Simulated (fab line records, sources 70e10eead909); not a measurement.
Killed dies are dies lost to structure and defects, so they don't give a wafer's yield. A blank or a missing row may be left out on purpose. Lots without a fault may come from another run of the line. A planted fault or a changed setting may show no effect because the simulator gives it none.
Tool commonality check | flow nand_harc | 6 lots, 15 wafers sampled

WHY IT WAS OPENED
At NHARC_END_SORT_01 the reading killed_at_periphery is flagged on 2 of 6 lots. Wafers without a fault read 3.1, standard deviation 2.
Rule: a lot is flagged when every wafer of it that has a number lies more than 4 standard deviations from that mean, or none has a number. The other lots count as sound.

lot  | measured     | on        | killed_at_periphery, wafer by wafer | flag
L378 | day 26 16:31 | prober-02 | 6 1 2                               |
L381 | day 28 06:05 | prober-01 | 602 597 609                         | FLAGGED
L382 | day 28 11:41 | prober-02 | 655 649 655                         | FLAGGED
L388 | day 31 22:45 | prober-02 | 3                                   |
L390 | day 32 05:50 | prober-01 | 4 2 3                               |
L389 | day 32 08:10 | prober-02 | 4 4                                 |
The numbers of the flagged lots are 627.8 on average: +624.7 against the usual, or +99 or more standard deviations.

WHICH TOOL RAN EACH LOT
The record holds 4 process steps before the reading, out of a route of 1302 steps. In each cell: the tool, then ch and the chambers that the sampled wafers went through, then the start.
lot  | flag    | NHARC_P_GATE_DESCUM_48           | NHARC_P_GATE_STRIP_76                | NHARC_P_GATE_IMPLANT_94         | NHARC_P_GATE_STRIP_95
L378 |         | rie_diel-10 ch 0,2, day 8 00:30  | plasma_asher-02 ch 0,1, day 8 03:07  | implanter-01 ch 0, day 8 04:30  | plasma_asher-02 ch 0,1, day 8 05:25
L381 | FLAGGED | rie_diel-09 ch 0,1, day 9 02:20  | plasma_asher-01 ch 0, day 9 04:43    | implanter-02, day 9 05:56       | plasma_asher-01 ch 0,1, day 9 06:54
L382 | FLAGGED | rie_diel-08 ch 1,2, day 9 17:18  | plasma_asher-01 ch 0,1, day 9 19:35  | implanter-01, day 9 20:52       | plasma_asher-01 ch 0,1, day 9 21:47
L388 |         | rie_diel-08 ch 2,3, day 12 09:39 | plasma_asher-01 ch 0,1, day 12 11:57 | implanter-01 ch 0, day 12 13:10 | plasma_asher-01 ch 0,1, day 12 14:07
L390 |         | rie_diel-09 ch 0,1, day 13 07:54 | plasma_asher-01 ch 0,1, day 13 10:31 | implanter-01 ch 0, day 13 11:36 | plasma_asher-01 ch 0,1, day 13 12:34
L389 |         | rie_diel-08 ch 2,3, day 12 17:34 | plasma_asher-02 ch 0,1, day 12 19:58 | implanter-01 ch 0, day 12 21:16 | plasma_asher-02 ch 0,1, day 12 22:08
What these steps do:
- NHARC_P_GATE_DESCUM_48: chemistry O2, time 3 s.
- NHARC_P_GATE_STRIP_76: strips in O2.
- NHARC_P_GATE_IMPLANT_94
- NHARC_P_GATE_STRIP_95: strips in O2.
- NHARC_END_SORT_01

FLAGGED OVER TOTAL, TOOL BY TOOL (the gauges that took the reading come last)
step                    | tool            | lots run | flagged | share of the flagged lots | sound lots run after its first flagged lot
NHARC_P_GATE_DESCUM_48  | rie_diel-08     | 3        | 1       | some                      | 2 (L388,L389)
NHARC_P_GATE_DESCUM_48  | rie_diel-09     | 2        | 1       | some                      | 1 (L390)
NHARC_P_GATE_DESCUM_48  | rie_diel-10     | 1        | 0       | none                      | -
NHARC_P_GATE_STRIP_76   | plasma_asher-01 | 4        | 2       | all                       | 2 (L388,L390)
NHARC_P_GATE_STRIP_76   | plasma_asher-02 | 2        | 0       | none                      | -
NHARC_P_GATE_IMPLANT_94 | implanter-01    | 5        | 1       | some                      | 3 (L388,L389,L390)
NHARC_P_GATE_IMPLANT_94 | implanter-02    | 1        | 1       | some                      | 0
NHARC_P_GATE_STRIP_95   | plasma_asher-01 | 4        | 2       | all                       | 2 (L388,L390)
NHARC_P_GATE_STRIP_95   | plasma_asher-02 | 2        | 0       | none                      | -
NHARC_END_SORT_01       | prober-01       | 2        | 1       | some                      | 1 (L390)
NHARC_END_SORT_01       | prober-02       | 4        | 1       | some                      | 2 (L388,L389)

WHAT THE TABLE ALLOWS
2 rows of the table ran every flagged lot: plasma_asher-01 at NHARC_P_GATE_STRIP_76, plasma_asher-01 at NHARC_P_GATE_STRIP_95.
- plasma_asher-01 at NHARC_P_GATE_STRIP_76: 2 of its 4 lots flagged. Sound lots ran on it after the first flagged one (L388, L390), which a lasting fault on the whole tool wouldn't allow.
- plasma_asher-01 at NHARC_P_GATE_STRIP_95: 2 of its 4 lots flagged. Sound lots ran on it after the first flagged one (L388, L390), which a lasting fault on the whole tool wouldn't allow.
No row of the table ran every flagged lot and no sound lot after the first.

WHAT THE SIMULATOR HAD PUT IN
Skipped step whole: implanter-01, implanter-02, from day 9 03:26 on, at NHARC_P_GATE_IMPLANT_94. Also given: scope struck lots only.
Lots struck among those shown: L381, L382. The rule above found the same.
